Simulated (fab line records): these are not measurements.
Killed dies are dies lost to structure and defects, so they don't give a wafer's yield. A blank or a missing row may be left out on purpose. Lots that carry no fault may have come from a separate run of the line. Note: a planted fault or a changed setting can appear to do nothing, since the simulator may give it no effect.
What tool caused it?    flow nandHarc    72 wafers from 24 lots sampled at 5 of the route's 1159 steps

WHAT EACH GAUGE READ, for each wafer
NHARC_A_SGD_CUT_CD_MEAS_09 targets a cd of 100 nm. Usual: 100.2 nm for cdNm, sd 0.56.
lot   measured      on        cdNm (nm)          flag
L075  day 14 09:16  cdSem-02  101.2 100.4 99.6   
L074  day 14 08:43  cdSem-01  99.5 99.9 99.7     
L076  day 14 13:43  cdSem-01  100.0 100.4 100.3  
L078  day 14 11:32  cdSem-01  101.4 100.0 100.1  
L077  day 14 09:07  cdSem-03  99.8 100.8 99.8    
L079  day 14 13:53  cdSem-02  99.7 100.4 100.5   
L080  day 14 18:56  cdSem-01  99.6 99.6 100.0    
L081  day 15 15:29  cdSem-03  101.6 99.5 100.6   
L084  day 16 02:10  cdSem-03  99.7 99.9 100.9    
L083  day 16 01:40  cdSem-01  100.1 99.7 99.5    
L082  day 16 01:49  cdSem-01  100.4 101.8 100.6  
L087  day 16 17:30  cdSem-03  100.6 100.3 100.9  
L088  day 16 23:25  cdSem-03  100.3 99.7 100.2   
L085  day 16 23:35  cdSem-02  100.1 100.4 100.3  
L086  day 17 03:58  cdSem-02  99.7 101.1 100.4   
L089  day 17 17:14  cdSem-03  99.8 99.6 99.3     
L091  day 17 17:23  cdSem-03  100.3 100.7 100.5  
L090  day 17 20:50  cdSem-02  100.3 100.1 100.4  
L094  day 18 11:43  cdSem-02  99.5 100.4 100.0   
L093  day 18 10:51  cdSem-03  100.0 100.8 101.1  
L092  day 18 10:05  cdSem-02  101.2 99.7 100.2   
L095  day 18 23:55  cdSem-03  101.2 99.8 100.8   
L096  day 18 23:37  cdSem-03  99.5 100.0 100.3   
L097  day 19 11:58  cdSem-03  99.8 100.1 99.1    

WHICH TOOL RAN EACH LOT (tool, then ch and the chambers of the sampled wafers, then the start)
lot   NHARC_A_STAIRCASE_ALD_415        NHARC_A_STAIRCASE_ETCHBACK_416                NHARC_A_STAIRCASE_STRIP_446          NHARC_A_STAIRCASE_STRIP_475
L075  aldHk-03 ch 0,2,3, day 12 07:22  rieDiel-08 ch 0,3, day 14 05:50 or earlier    plasmaAsher-02 ch 0,1, day 14 05:50  rieDiel-05 ch 0,3, day 14 09:16 or earlier
L074  aldHk-04 ch 0,3, day 12 12:07    rieDiel-05 ch 0,1,2, day 14 05:18 or earlier  plasmaAsher-01 ch 0,1, day 14 05:18  rieDiel-05 ch 0,2,3, day 14 08:43 or earlier
L076  aldHk-03 ch 0,2,3, day 12 16:08  rieDiel-02 ch 0,2,3, day 14 10:20 or earlier  plasmaAsher-01 ch 0,1, day 14 10:20  rieDiel-05 ch 1,2,3, day 14 13:43 or earlier
L078  aldHk-01 ch 0,1,3, day 12 16:37  rieDiel-02 ch 1,3, day 14 07:44 or earlier    plasmaAsher-01 ch 0, day 14 07:44    rieDiel-02 ch 1,2,3, day 14 11:32 or earlier
L077  aldHk-03 ch 1,2, day 12 17:44    rieDiel-05 ch 0,1,2, day 14 05:45 or earlier  plasmaAsher-01 ch 0,1, day 14 05:45  rieDiel-05 ch 0,3, day 14 09:07 or earlier
L079  aldHk-03 ch 0,3, day 12 19:23    rieDiel-02 ch 0,1,3, day 14 10:35 or earlier  plasmaAsher-02 ch 0,1, day 14 10:35  rieDiel-02 ch 0,1,2, day 14 13:53 or earlier
L080  aldHk-04 ch 2,3, day 12 22:54    rieDiel-02 ch 2,3, day 14 15:22 or earlier    plasmaAsher-01 ch 0,1, day 14 15:22  rieDiel-05 ch 1,2,3, day 14 17:19
L081  aldHk-03 ch 2,3, day 13 15:05    rieDiel-02 ch 1,2,3, day 15 11:55 or earlier  plasmaAsher-02 ch 0,1, day 15 11:55  rieDiel-02 ch 0,1, day 15 15:29 or earlier
L084  aldHk-04 ch 0,2,3, day 14 03:52  rieDiel-05 ch 0,1,2, day 15 22:43 or earlier  plasmaAsher-01 ch 0,1, day 15 22:43  rieDiel-05 ch 0,1,3, day 16 02:10 or earlier
L083  aldHk-03 ch 0,3, day 14 07:50    rieDiel-02 ch 1,2,3, day 15 22:16 or earlier  plasmaAsher-02 ch 0, day 15 22:16    rieDiel-05 ch 0,1, day 16 01:40 or earlier
L082  aldHk-04 ch 1,3, day 14 08:05    rieDiel-08 ch 0,1, day 15 22:23 or earlier    plasmaAsher-01 ch 0,1, day 15 22:23  rieDiel-02 ch 0,2,3, day 16 01:49 or earlier
L087  aldHk-04 ch 2,3, day 14 20:17    rieDiel-08 ch 0,1,3, day 16 14:17 or earlier  plasmaAsher-02 ch 0,1, day 16 14:17  rieDiel-08 ch 0,1, day 16 17:30 or earlier
L088  aldHk-04 ch 1,2, day 15 03:40    rieDiel-02 ch 0,1,2, day 16 19:55 or earlier  plasmaAsher-01 ch 0,1, day 16 19:55  rieDiel-05 ch 0,1,2, day 16 23:25 or earlier
L085  aldHk-03 ch 0,2, day 15 05:20    rieDiel-02 ch 2,3, day 16 20:05 or earlier    plasmaAsher-02 ch 0,1, day 16 20:05  rieDiel-05 ch 2,3, day 16 23:35 or earlier
L086  aldHk-04 ch 1,2,3, day 15 07:29  rieDiel-08 ch 2,3, day 17 00:14 or earlier    plasmaAsher-01 ch 0,1, day 17 00:14  rieDiel-08 ch 0,1, day 17 03:58 or earlier
L089  aldHk-03 ch 0,2, day 15 16:32    rieDiel-05 ch 1,2,3, day 17 13:43 or earlier  plasmaAsher-02 ch 0,1, day 17 13:43  rieDiel-08 ch 0,2,3, day 17 15:41
L091  aldHk-03 ch 1,2, day 15 19:13    rieDiel-05 ch 0,1, day 17 13:53 or earlier    plasmaAsher-01 ch 0, day 17 13:53    rieDiel-02 ch 1,2,3, day 17 17:23 or earlier
L090  aldHk-04 ch 1,3, day 16 01:50    rieDiel-08 ch 1,2,3, day 17 17:25 or earlier  plasmaAsher-01 ch 0,1, day 17 17:25  rieDiel-05 ch 0,1,3, day 17 20:50 or earlier
L094  aldHk-01 ch 0,1,2, day 16 13:59  rieDiel-08 ch 0,1, day 18 08:22 or earlier    plasmaAsher-02 ch 0,1, day 18 08:22  rieDiel-08 ch 0,2, day 18 11:43 or earlier
L093  aldHk-04 ch 1,2,3, day 16 15:31  rieDiel-02 ch 2,3, day 18 07:26 or earlier    plasmaAsher-01 ch 0,1, day 18 07:26  rieDiel-02 ch 1,2,3, day 18 10:51 or earlier
L092  aldHk-01 ch 0,3, day 16 15:43    rieDiel-02 ch 0,1,3, day 18 06:49 or earlier  plasmaAsher-01 ch 0,1, day 18 06:49  rieDiel-02 ch 0,2, day 18 10:05 or earlier
L095  aldHk-03 ch 0,2,3, day 17 00:52  rieDiel-08 ch 0,1, day 18 20:26 or earlier    plasmaAsher-01 ch 0,1, day 18 20:26  rieDiel-02 ch 1,2,3, day 18 23:55 or earlier
L096  aldHk-04 ch 1,2, day 17 02:08    rieDiel-08 ch 1,2,3, day 18 20:04 or earlier  plasmaAsher-01 ch 0,1, day 18 20:04  rieDiel-02 ch 1,2, day 18 23:37 or earlier
L097  aldHk-04 ch 0,3, day 17 12:56    rieDiel-05 ch 0,1,2, day 19 08:27 or earlier  plasmaAsher-01 ch 0,1, day 19 08:27  rieDiel-08 ch 2,3, day 19 11:58 or earlier
- NHARC_A_STAIRCASE_ALD_415: deposits SiO2, target thk 30 nm, pulse time 6 s, ald cycles 300.
- NHARC_A_STAIRCASE_ETCHBACK_416: etches the open film in C4F8/O2/Ar, target depth 36 nm, time 7.2 s.
- NHARC_A_STAIRCASE_STRIP_446: strips in O2.
- NHARC_A_STAIRCASE_STRIP_475: strips in O2, time 20 s.

WHAT THE TOOLS THEMSELVES READ (means of the sampled wafers that have a number; where no wafer has one, the mark that the record gives instead)
NHARC_A_STAIRCASE_ALD_415. Usual: heaterPowerW 468 W, standard deviation 32; precursorPulseHeightRel 1.000, standard deviation 0.02.
lot   tool      heaterPowerW (W)  precursorPulseHeightRel  flag
L075  aldHk-03  467               0.993                    
L074  aldHk-04  458               1.022                    
L076  aldHk-03  467               1.009                    
L078  aldHk-01  433               0.983                    
L077  aldHk-03  475               1.001                    
L079  aldHk-03  452               1.000                    
L080  aldHk-04  442               0.999                    
L081  aldHk-03  492               0.993                    
L084  aldHk-04  465               1.001                    
L083  aldHk-03  472               1.012                    
L082  aldHk-04  483               0.984                    
L087  aldHk-04  446               0.978                    
L088  aldHk-04  477               1.001                    
L085  aldHk-03  456               0.994                    
L086  aldHk-04  460               0.991                    
L089  aldHk-03  457               1.009                    
L091  aldHk-03  458               1.021                    
L090  aldHk-04  475               1.006                    
L094  aldHk-01  470               1.000                    
L093  aldHk-04  468               1.005                    
L092  aldHk-01  406               0.995                    
L095  aldHk-03  484               0.982                    
L096  aldHk-04  454               1.011                    
L097  aldHk-04  473               0.992                    

NHARC_A_STAIRCASE_ETCHBACK_416. Usual: oesProductAu 0.95 a.u., standard deviation 0.033; rfVppV 722 V, standard deviation 4.7.
lot   tool        oesProductAu (a.u.)  rfVppV (V)  flag
L075  rieDiel-08  0.95                 720         
L074  rieDiel-05  0.93                 722         
L076  rieDiel-02  0.92                 722         
L078  rieDiel-02  0.93                 725         
L077  rieDiel-05  0.93                 723         
L079  rieDiel-02  0.93                 724         
L080  rieDiel-02  0.92                 721         
L081  rieDiel-02  0.93                 723         
L084  rieDiel-05  0.99                 722         
L083  rieDiel-02  0.92                 723         
L082  rieDiel-08  0.93                 717         
L087  rieDiel-08  1.01                 718         
L088  rieDiel-02  1.01                 722         
L085  rieDiel-02  0.92                 721         
L086  rieDiel-08  1.01                 728         
L089  rieDiel-05  0.93                 723         
L091  rieDiel-05  1.00                 719         
L090  rieDiel-08  0.93                 723         
L094  rieDiel-08  0.92                 716         
L093  rieDiel-02  0.94                 720         
L092  rieDiel-02  0.92                 723         
L095  rieDiel-08  0.98                 716         
L096  rieDiel-08  0.93                 723         
L097  rieDiel-05  0.92                 721         

NHARC_A_STAIRCASE_STRIP_446. Usual: drypumpMotorCurrentA 5.61 A, standard deviation 0.25; heaterPowerW 321 W, standard deviation 19.
lot   tool            drypumpMotorCurrentA (A)  heaterPowerW (W)  flag
L075  plasmaAsher-02  5.84                      316               
L074  plasmaAsher-01  5.45                      321               
L076  plasmaAsher-01  5.45                      332               
L078  plasmaAsher-01  5.41                      341               
L077  plasmaAsher-01  5.46                      316               
L079  plasmaAsher-02  5.98                      322               
L080  plasmaAsher-01  5.46                      333               
L081  plasmaAsher-02  6.00                      324               
L084  plasmaAsher-01  5.44                      326               
L083  plasmaAsher-02  5.69                      311               
L082  plasmaAsher-01  5.48                      315               
L087  plasmaAsher-02  5.99                      313               
L088  plasmaAsher-01  5.46                      315               
L085  plasmaAsher-02  5.99                      313               
L086  plasmaAsher-01  5.49                      316               
L089  plasmaAsher-02  5.97                      318               
L091  plasmaAsher-01  5.41                      343               
L090  plasmaAsher-01  5.48                      315               
L094  plasmaAsher-02  5.84                      310               
L093  plasmaAsher-01  5.43                      333               
L092  plasmaAsher-01  5.44                      334               
L095  plasmaAsher-01  5.44                      325               
L096  plasmaAsher-01  5.46                      316               
L097  plasmaAsher-01  5.46                      314               

NHARC_A_STAIRCASE_STRIP_475. Usual: drypumpMotorCurrentA 5.8 A, standard deviation 0.53; mfcArSccm 0.011 sccm, standard deviation 0.014; oesProductAu 1.003 a.u., standard deviation 0.011; rfVppV 57.6 V, standard deviation 0.87; showerheadPlenumPTorr 3.47 Torr, standard deviation 0.16; throttleValvePct 17.036 %, standard deviation 0.0091.
lot   tool        drypumpMotorCurrentA (A)  mfcArSccm (sccm)  oesProductAu (a.u.)  rfVppV (V)  showerheadPlenumPTorr (Torr)  throttleValvePct (%)  flag
L075  rieDiel-05  5.2                       0.004             0.998                56.3        3.38                          17.044                
L074  rieDiel-05  5.7                       0.002             1.001                57.4        3.50                          17.026                
L076  rieDiel-05  5.7                       0.008             1.011                57.8        3.53                          17.042                
L078  rieDiel-02  5.4                       0.023             1.001                57.6        3.51                          17.032                
L077  rieDiel-05  5.5                       0.002             0.993                57.4        3.35                          17.038                
L079  rieDiel-02  5.9                       0.013             1.003                57.3        3.46                          17.034                
L080  rieDiel-05  5.7                       0.008             1.007                57.5        3.53                          17.024                
L081  rieDiel-02  5.9                       0.027             0.995                57.6        3.52                          17.039                
L084  rieDiel-05  5.6                       0.008             1.008                57.2        3.37                          17.036                
L083  rieDiel-05  6.0                       0.011             1.013                57.2        3.36                          17.036                
L082  rieDiel-02  5.6                       0.009             1.011                58.1        3.46                          17.045                
L087  rieDiel-08  6.3                       0.014             1.006                57.6        3.31                          17.027                
L088  rieDiel-05  6.1                       0.006             1.004                58.8        3.49                          17.037                
L085  rieDiel-05  5.8                       0.002             0.999                58.0        3.65                          17.039                
L086  rieDiel-08  6.1                       0.007             1.003                56.8        3.30                          17.036                
L089  rieDiel-08  6.0                       0.005             1.003                57.9        3.51                          17.038                
L091  rieDiel-02  5.4                       0.023             1.003                57.0        3.49                          17.026                
L090  rieDiel-05  5.6                       0.008             1.003                57.5        3.36                          17.048                
L094  rieDiel-08  5.9                       0.005             1.006                57.8        3.46                          17.033                
L093  rieDiel-02  5.4                       0.023             1.008                58.1        3.49                          17.033                
L092  rieDiel-02  5.9                       0.000             1.008                57.6        3.37                          17.040                
L095  rieDiel-02  5.4                       0.023             1.005                57.3        3.49                          17.036                
L096  rieDiel-02  5.7                       0.013             1.007                57.4        3.41                          17.028                
L097  rieDiel-08  6.0                       0.005             0.986                58.1        3.55                          17.033                

THE ANSWER, worked out from the rows above alone
Rule: a lot is off if the mean of its wafers that have a number lies more than 3 standard deviations from the usual mean. Also off: a lot with no number at a reading for which 4 or more lots have one. The other lots that the step has rows for count as sound. First the gauges in route order, then the tools' own readings, where a lot's mean is used as printed above. At the first step where some lot is off, the reading lying furthest off is the one used; lots without a number count as furthest.
No lot is off on any of the readings shown, so nothing can be concluded from this.

WHAT THE SIMULATOR PUT IN
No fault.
